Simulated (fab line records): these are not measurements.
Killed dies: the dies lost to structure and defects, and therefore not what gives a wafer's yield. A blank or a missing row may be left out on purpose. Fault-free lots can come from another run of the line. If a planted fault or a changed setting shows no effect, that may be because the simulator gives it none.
fab line records	flow n5Finfet
[record] lots = 6	wafers = 17	lastDay = 20
route steps=1938 shown BEOL_M9@1407
lots that met no fault: taken from a fault-free run of the same line
startH: start of the lot's first displayed wafer, in hours after the record's first day	waitH: time in hours since the lot's previous step	" unchanged from the row above	L1.1+2: a single row standing in for several wafers	- value missing, or start not given	* or withheld: withheld	< > ~ a bound
route shown NAME@n: NAME is a module with steps in the file, n the number in the route of the first one	usual: mean/standard deviation taken from wafers without a fault	same: alike in all rows	chamber/n: place in a boat	sites: readings site by site	_std_site: standard deviation across them	_edge_site: the outer-site mean with the inner-site mean subtracted	radiusMm: for every site, how far away it sits from the centre of the wafer	mask NAME#n: copy n	behind: tool/chamber where the wafer was last shaped	hold: why the lot went on hold/how many hours it stayed there/how the hold came to an end	device: names the non-switching transistor (n, p or np)	end of line: tests of these same wafers at the route's end	where a step has no rows: the recipe by itself	killed: at the first sort, the dies lost to defects and structure; wafer yield is something else	map: per-die view of a wafer (x killed, . not killed, _ where there is no die)
set.NAME: the setting that was run; set.NAME@STEP: the one run at that earlier step	model.NAME: the simulator's own value behind a step, which no gauge read
certain route steps with their lots: each step a table, each wafer a row
services: from which hour (startH, from the record's first day; less than 0 if before it) a tool's chamber was out of use, for how many hours, and why
[[steps]]
[step N5_BEOL_M9_COAT_60]
[recipe] resist = SiARC	tempC = 220	timeS = 60	spinRpm = 1500	resistThkNm = 30
[step N5_BEOL_M9_COAT_05]
[recipe] resist = CAR-ArF	spinRpm = 1500	resistThkNm = 90
[step N5_BEOL_M9_EBR_07]
[recipe] solvent = PGMEA	ebrWidthMm = 1.5
[step N5_BEOL_M9_SOFTBAKE_06]
[recipe] tempC = 110	timeS = 60	resist = CAR-ArF
[step N5_BEOL_M9_EXPOSE_08]
[recipe] maskId = M9	na = 1.35	sourceShape = dipole	sigmaInner = 0.411	sigmaOuter = 0.611	polarization = te	doseMj = 53.75
[step N5_BEOL_M9_PEB_09]
[recipe] pebTempC = withheld	pebTimeS = 60	resist = CAR-ArF
[step N5_BEOL_M9_DEVELOP_10]
[recipe] developTimeS = 30	developer = TMAH	resist = CAR-ArF	rinseLiquid = diw	dry = airSpin	devTempC = 23
[step N5_BEOL_M9_CD_MEAS_11]
[recipe] targetCdNm = 64.1	landingEnergyEv = 500	detector = seInlens	polarity = opening
[usual] cdNm = 64.1/0.45
lot.wafer	tool	chamber	startH	waitH	cdNm
L269.1	cdSem-01	0	297.65	-	64.0
L269.2	"	0	"	"	63.7
L269.4	"	0	"	"	63.4
L273.3	cdSem-02	0	308.81	-	63.4
L273.6	"	0	"	"	64.3
L281.3	cdSem-02	0	366.97	-	65.0
L281.4	"	0	"	"	64.4
L281.6	"	0	"	"	64.3
L285.4	cdSem-01	0	396.35	-	63.5
L285.5	"	0	"	"	63.5
L285.6	"	0	"	"	63.8
L284.3	cdSem-03	0	402.73	-	64.0
L284.5	"	0	"	"	64.2
L284.6	"	0	"	"	64.3
L286.1	cdSem-01	0	411.52	-	64.2
L286.2	"	0	"	"	63.6
L286.3	"	0	"	"	63.7
[step N5_BEOL_M9_OVL_MEAS_12]
[recipe] pointsPerWafer = 44
[usual] M9_OVL = 0.1/0.77
lot.wafer	tool	chamber	startH	waitH	M9_OVL[nm]
L269.1	overlay-01	0	297.69	0.0	-1.6
L269.2	"	0	"	"	-0.5
L269.4	"	0	"	"	0.2
L273.3	overlay-01	0	308.84	0.0	0.7
L273.6	"	0	"	"	1.0
L281.3	overlay-02	0	367.00	0.0	1.3
L281.4	"	0	"	"	0.5
L281.6	"	0	"	"	0.2
L285.4	overlay-01	0	396.38	0.0	-0.3
L285.5	"	0	"	"	2.0
L285.6	"	0	"	"	0.0
L284.3	overlay-01	0	402.76	0.0	0.3
L284.5	"	0	"	"	-0.6
L284.6	"	0	"	"	0.1
L286.1	overlay-01	0	411.57	0.0	-0.5
L286.2	"	0	"	"	-0.7
L286.3	"	0	"	"	-0.3
[step N5_BEOL_M9_INSPECT_13]
[recipe] mode = adi	inspectInstrument = brightfield
[usual] rawDefectCount = 419/87
lot.wafer	tool	chamber	startH	waitH	rawDefectCount
L269.1	defectInspect-02	-	297.71	0.0	373
L269.2	"	-	"	"	501
L269.4	"	-	"	"	488
L273.3	defectInspect-01	-	308.87	0.0	454
L273.6	"	-	"	"	335
L281.3	defectInspect-01	-	367.03	0.0	412
L281.4	"	-	"	"	423
L281.6	"	-	"	"	354
L285.4	defectInspect-01	-	396.40	0.0	374
L285.5	"	-	"	"	336
L285.6	"	-	"	"	407
L284.3	defectInspect-02	-	402.85	0.1	468
L284.5	"	-	"	"	441
L284.6	"	-	"	"	428
L286.1	defectInspect-02	-	411.59	0.0	416
L286.2	"	-	"	"	440
L286.3	"	-	"	"	466
[step N5_BEOL_M9_DESCUM_16]
[recipe] chemistry = O2	timeS = 7.9	sourcePowerW = 50	biasPowerW = 20	pressureMtorr = 20	rfFrequencyHz = 2.712e+07	tempC = 40	resist = CAR-ArF	o2FlowSccm = 225
[usual] drypumpMotorCurrentA = 5.8/0.45	oesProductAu = 0.79/0.088	rfVppV = 242.8/1.2	showerheadPlenumPTorr = 2.07/0.057	throttleValvePct = 20.49/0.2
lot.wafer	tool	chamber	startH	waitH	drypumpMotorCurrentA	oesProductAu	rfHoursCounterH	rfVppV	showerheadPlenumPTorr	throttleValvePct
L269.1	rieDiel-05	0	297.77	0.1	5.8	0.67	241	242.7	2.07	20.37
L269.2	"	2	"	"	6.2	0.90	34	242.3	2.04	20.40
L269.4	"	3	"	"	6.4	0.75	176	244.1	2.08	20.73
L273.3	rieDiel-05	3	308.91	0.0	6.3	0.74	179	243.4	2.07	20.75
L273.6	"	2	"	"	6.2	0.89	-	242.2	2.04	20.40
L281.3	rieDiel-05	1	367.42	0.4	5.4	0.83	97	243.0	2.12	20.30
L281.4	"	2	"	"	6.2	0.86	65	241.2	2.03	20.44
L281.6	"	0	"	"	5.8	0.96	-	243.2	2.06	20.02
L285.4	rieDiel-05	0	396.44	0.0	5.8	0.93	17	242.6	2.06	20.04
L285.5	"	3	"	"	6.4	0.72	-	242.5	2.06	20.78
L285.6	"	0	"	"	5.8	0.92	-	242.7	2.06	20.05
L284.3	rieDiel-02	3	402.88	0.0	5.9	0.68	246	240.3	1.98	20.49
L284.5	"	1	"	"	5.6	0.70	-	240.9	1.99	20.80
L284.6	"	0	"	"	4.8	0.86	-	243.2	2.13	20.50
L286.1	rieDiel-05	3	411.63	0.0	6.4	0.71	218	242.5	2.06	20.79
L286.2	"	0	"	"	5.8	0.91	21	242.5	2.06	20.07
L286.3	"	1	"	"	5.3	0.81	110	242.4	2.11	20.29
[step N5_BEOL_M9_ETCH_61]
[recipe] chemistry = CF4	target = SiARC	targetDepthA = 390	maskMaterial = CAR-ArF	timeS = 65	ionEnergyEv = 80	pressureMtorr = 40	sourceW = 545	biasW = 36	Ar_flow_sccm = 100	cf4FlowSccm = 100	ends = cleared
[usual] drypumpMotorCurrentA = 5.8/0.45	etchRfOnTimeS = 64.7/0.96	oesProductAu = 0.68/0.075	rfVppV = 183.8/1.1	showerheadPlenumPTorr = 2.12/0.055	throttleValvePct = 15.66/0.23
lot.wafer	tool	chamber	startH	waitH	drypumpMotorCurrentA	etchRfOnTimeS	oesProductAu	rfHoursCounterH	rfVppV	showerheadPlenumPTorr	throttleValvePct
L269.1	rieDiel-05	0	297.81	0.0	5.8	67.3	0.57	241	184.1	2.11	15.56
L269.2	"	2	"	"	6.2	64.5	0.77	34	184.1	2.10	15.56
L269.4	"	3	"	"	6.4	64.2	0.64	176	184.2	2.13	15.94
L273.3	rieDiel-05	3	308.94	0.0	6.4	63.6	0.64	179	183.8	2.13	15.95
L273.6	"	2	"	"	6.2	63.9	0.76	-	183.1	2.10	15.59
L281.3	rieDiel-05	1	367.45	0.0	5.4	65.2	0.70	97	185.0	2.16	15.39
L281.4	"	2	"	"	6.2	65.0	0.72	65	182.2	2.09	15.64
L281.6	"	0	"	"	5.8	65.4	0.81	-	182.9	2.11	15.12
L285.4	rieDiel-05	0	396.47	0.0	5.8	65.2	0.79	17	183.9	2.10	15.13
L285.5	"	3	"	"	6.4	64.1	0.61	-	184.0	2.12	16.02
L285.6	"	0	"	"	5.8	65.9	0.78	-	182.4	2.10	15.15
L284.3	rieDiel-02	3	402.92	0.0	5.9	64.2	0.59	246	184.1	2.03	15.73
L284.5	"	1	"	"	5.6	65.8	0.60	-	181.0	2.03	15.91
L284.6	"	0	"	"	4.8	64.2	0.75	-	185.5	2.17	15.57
L286.1	rieDiel-05	3	411.66	0.0	6.4	64.3	0.61	218	184.8	2.12	16.02
L286.2	"	0	"	"	5.8	65.7	0.77	21	183.6	2.10	15.14
L286.3	"	1	"	"	5.3	65.1	0.69	110	184.4	2.15	15.39
[step N5_BEOL_M9_ETCH_62]
[recipe] chemistry = N2/H2	target = SOC	targetDepthA = 1100	overetchA = 220	maskMaterial = SiARC	tempC = 40	timeS = 165	ionEnergyEv = 200	pressureMtorr = 30	sourceW = 840	biasW = 150	n2FlowSccm = 200	h2FlowSccm = 200
[usual] drypumpMotorCurrentA = 5.8/0.44	h2FlowSccm = 200.0/0.7	oesProductAu = 0.67/0.07	rfVppV = 523.1/2.1	showerheadPlenumPTorr = 2.51/0.07	throttleValvePct = 17.90/0.23
lot.wafer	tool	chamber	startH	waitH	drypumpMotorCurrentA	h2FlowSccm	oesProductAu	rfHoursCounterH	rfVppV	showerheadPlenumPTorr	throttleValvePct	model.SiARC_of_BEOL_M9_COAT_60.thkNm	model.BEOL_M9.cdOffsetNm
L269.1	rieDiel-05	0	297.86	0.0	5.8	199.4	0.58	241	523.4	2.50	17.78	21.8	0.4
L269.2	"	2	"	"	6.2	199.8	0.76	34	522.0	2.49	17.72	23.2	-0.2
L269.4	"	3	"	"	6.4	200.3	0.63	176	522.9	2.52	18.13	23.4	-0.8
L273.3	rieDiel-05	3	308.99	0.0	6.4	200.4	0.63	179	523.8	2.52	18.11	21.4	0.6
L273.6	"	2	"	"	6.2	199.8	0.75	-	522.4	2.48	17.72	23.4	0.2
L281.3	rieDiel-05	1	367.50	0.0	5.3	200.6	0.69	97	525.9	2.57	17.70	23.4	1
L281.4	"	2	"	"	6.2	199.8	0.72	65	521.9	2.47	17.77	23.6	0.4
L281.6	"	0	"	"	5.8	199.1	0.81	-	523.3	2.49	17.40	23.6	0.4
L285.4	rieDiel-05	0	396.52	0.0	5.8	199.5	0.78	17	520.7	2.49	17.41	23.6	-1
L285.5	"	3	"	"	6.4	200.2	0.61	-	522.5	2.51	18.20	23.4	-1.4
L285.6	"	0	"	"	5.9	199.4	0.78	-	522.9	2.49	17.39	23.6	-0.6
L284.3	rieDiel-02	3	402.97	0.0	5.9	200.1	0.58	246	518.8	2.40	17.97	23.4	-0.2
L284.5	"	1	"	"	5.6	200.2	0.60	-	518.9	2.41	18.19	23.6	-0.2
L284.6	"	0	"	"	4.8	200.2	0.73	-	525.3	2.58	17.81	23.4	0
L286.1	rieDiel-05	3	411.71	0.0	6.4	200.1	0.60	218	524.3	2.50	18.20	23.4	-0.2
L286.2	"	0	"	"	5.8	200.0	0.77	21	523.1	2.49	17.42	23.6	-0.4
L286.3	"	1	"	"	5.4	200.1	0.68	110	524.0	2.56	17.72	23.6	0
[step N5_BEOL_M9_STRIP_68]
[recipe] chemistry = N2/H2	tempC = 40	n2FlowSccm = 200	h2FlowSccm = 200	rfFrequencyHz = 6e+07
[step N5_BEOL_M9_STRIP_67]
[recipe] chemistry = CF4	resist = SiARC	powerW = 300	biasPowerW = 75	pressureMtorr = 50	cf4FlowSccm = 150	rfFrequencyHz = 6e+07
[usual] drypumpMotorCurrentA = 5.8/0.45	oesProductAu = 0.79/0.083	rfVppV = 270.6/1.4	showerheadPlenumPTorr = 1.77/0.045	throttleValvePct = 13.63/0.24
lot.wafer	tool	chamber	startH	waitH	drypumpMotorCurrentA	oesProductAu	rfHoursCounterH	rfVppV	showerheadPlenumPTorr	throttleValvePct
L269.1	rieDiel-05	0	298.00	0.0	5.8	0.68	241	269.8	1.77	13.57
L269.2	"	2	"	"	6.2	0.89	34	270.2	1.76	13.54
L269.4	"	3	"	"	6.3	0.75	176	272.4	1.78	13.91
L273.3	rieDiel-05	3	309.14	0.0	6.4	0.73	179	269.3	1.78	13.92
L273.6	"	2	"	"	6.2	0.89	-	270.7	1.76	13.55
L281.3	rieDiel-05	1	367.65	0.0	5.3	0.81	97	271.4	1.80	13.33
L281.4	"	2	"	"	6.2	0.86	65	270.4	1.75	13.59
L281.6	"	0	"	"	5.8	0.95	-	269.9	1.77	13.05
L285.4	rieDiel-05	0	396.67	0.0	5.8	0.92	17	270.0	1.76	13.08
L285.5	"	3	"	"	6.4	0.72	-	270.8	1.77	14.00
L285.6	"	0	"	"	5.8	0.93	-	270.6	1.76	13.08
L284.3	rieDiel-02	3	403.11	0.0	5.9	0.69	246	267.8	1.71	13.74
L284.5	"	1	"	"	5.6	0.71	-	269.3	1.70	13.89
L284.6	"	0	"	"	4.8	0.86	-	272.1	1.82	13.54
L286.1	rieDiel-05	3	411.86	0.0	6.3	0.72	218	267.9	1.77	13.99
L286.2	"	0	"	"	5.8	0.91	21	271.2	1.76	13.10
L286.3	"	1	"	"	5.3	0.80	110	271.7	1.80	13.37
[step N5_BEOL_M9_HM_OPEN_17]
[recipe] chemistry = Cl2/BCl3	targetDepthA = 200	overetchA = 60	target = TiN	maskMaterial = SOC	ionEnergyEv = 150	pressureMtorr = 10	icpW = 1000	biasW = 126	Cl2_flow_sccm = 53.25	bcl3FlowSccm = 21.75	Ar_flow_sccm = 25
[usual] drypumpMotorCurrentA = 5.9/0.53	oesProductAu = 0.71/0.058	throttleValvePct = 21.97/0.23
lot.wafer	tool	chamber	startH	waitH	drypumpMotorCurrentA	oesProductAu	rfHoursCounterH	throttleValvePct	model.BEOL_M9.cdOffsetNm
L269.1	rieMetal-01	0	298.04	0.0	6.7	0.76	10	22.08	0.2
L269.2	"	1	"	"	6.1	0.64	45	21.85	-0.4
L269.4	"	1	"	"	6.2	0.65	-	21.87	-1
L273.3	rieMetal-01	0	309.21	0.1	6.8	0.74	-	22.09	0.8
L273.6	"	1	"	"	6.2	0.65	-	21.85	0.2
L281.3	rieMetal-02	1	367.72	0.1	6.0	0.69	-	22.39	1
L281.4	"	0	"	"	5.6	0.77	-	21.84	0.4
L281.6	"	1	"	"	6.0	0.68	-	22.39	0.4
L285.4	rieMetal-03	1	396.74	0.1	5.1	0.63	-	21.95	-1
L285.5	"	1	"	"	5.1	0.63	-	21.93	-1.4
L285.6	"	0	"	"	5.9	0.76	-	21.63	-0.6
L284.3	rieMetal-03	0	403.18	0.1	5.9	0.77	-	21.63	-0.2
L284.5	"	1	"	"	5.1	0.63	-	21.92	-0.2
L284.6	"	0	"	"	5.9	0.76	-	21.63	0
L286.1	rieMetal-02	1	411.90	0.0	6.1	0.67	39	22.42	-0.2
L286.2	"	0	"	"	5.7	0.75	10	21.87	-0.4
L286.3	"	0	"	"	5.6	0.74	-	21.88	0
[step N5_BEOL_M9_STRIP_19]
[recipe] chemistry = O2	powerW = 400	tempC = 40	pressureMtorr = 30	rfFrequencyHz = 6e+07	biasPowerW = 0	overashFraction = 0.2	o2FlowSccm = 225
[usual] drypumpMotorCurrentA = 5.8/0.4	oesProductAu = 0.77/0.085	rfVppV = 3.7/0.61	showerheadPlenumPTorr = 2.09/0.065	throttleValvePct = 16.77/0.21
lot.wafer	tool	chamber	startH	waitH	drypumpMotorCurrentA	oesProductAu	rfHoursCounterH	rfVppV	showerheadPlenumPTorr	throttleValvePct
L269.1	rieDiel-03	2	298.15	0.1	5.7	0.68	238	3.8	1.99	16.87
L269.2	"	1	"	"	5.7	0.71	215	3.6	2.07	17.03
L269.4	"	0	"	"	5.9	0.77	128	2.8	2.18	16.71
L273.3	rieDiel-02	1	309.39	0.2	5.6	0.73	191	3.8	2.00	16.98
L273.6	"	0	"	"	4.8	0.92	-	3.4	2.15	16.62
L281.3	rieDiel-03	0	367.80	0.1	6.0	0.76	144	4.2	2.17	16.72
L281.4	"	3	"	"	5.5	0.68	-	4.7	2.16	16.92
L281.6	"	0	"	"	5.9	0.76	-	4.7	2.17	16.73
L285.4	rieDiel-03	1	396.82	0.1	5.8	0.68	233	3.2	2.06	17.05
L285.5	"	1	"	"	5.8	0.69	-	4.2	2.06	17.06
L285.6	"	0	"	"	5.9	0.75	-	3.2	2.17	16.77
L284.3	rieDiel-02	2	403.26	0.1	6.1	0.78	129	2.4	2.02	16.78
L284.5	"	1	"	"	5.6	0.70	-	3.5	1.99	17.03
L284.6	"	0	"	"	4.8	0.87	-	5.3	2.13	16.69
L286.1	rieDiel-03	0	412.01	0.1	5.9	0.75	155	4.5	2.17	16.75
L286.2	"	3	"	"	5.5	0.67	235	3.7	2.16	16.93
L286.3	"	1	"	"	5.7	0.69	235	3.5	2.06	17.06
[[services]]
tool	chamber	startH	hours	kind
rieDiel-05	2	281.14	7.1	repair
rieDiel-02	0	294.77	12.3	repair
rieDiel-03	1	312.30	15.5	repair
rieDiel-05	3	315.21	3.1	repair
rieDiel-05	0	321.37	-	clean
rieDiel-05	0	321.37	-	consumableReplace:focusRing
rieDiel-05	0	321.37	26.0	scheduledDown
rieDiel-05	0	321.37	26.0	ventCycle
rieDiel-02	2	322.19	4.5	repair
rieDiel-03	-	327.21	28.1	pm
rieDiel-05	-	329.22	0.3	repair
rieMetal-02	-	331.27	0.7	repair
rieDiel-02	-	332.96	1.8	repair
rieMetal-03	0	339.24	12.5	repair
rieDiel-02	0	350.85	2.9	repair
rieDiel-03	2	358.60	-	clean
rieDiel-03	2	358.60	-	consumableReplace:focusRing
rieDiel-03	2	358.60	-	consumableReplace:showerhead
rieDiel-03	2	358.60	21.6	scheduledDown
rieDiel-03	2	358.60	21.6	ventCycle
rieDiel-02	-	368.45	4.3	pm
rieDiel-03	-	374.24	1.1	repair
rieDiel-05	3	381.29	7.0	repair
rieDiel-03	-	408.89	2.8	pm
[[key]]
firstSign none at tools or gauges
[modelEffect] step = N5_BEOL_M9_ETCH_62	value = SiARC_of_BEOL_M9_COAT_60.thkNm	without = 23.6	struck = 21.6
[modelEffect] step = N5_BEOL_M9_HM_OPEN_17	value = BEOL_M9.cdOffsetNm	without = -0.5	struck = 0.5
metAt N5_BEOL_M9_ETCH_62
struckWafers L269.1,L273.3
[fault] kind = processParameterDrift	tool = rieDiel-05	chamber = -	onsetH = 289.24	steps = N5_BEOL_M9_ETCH_62	channel = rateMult	offset = 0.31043	shape = step	endH = 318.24	scope = struckWafersOnly
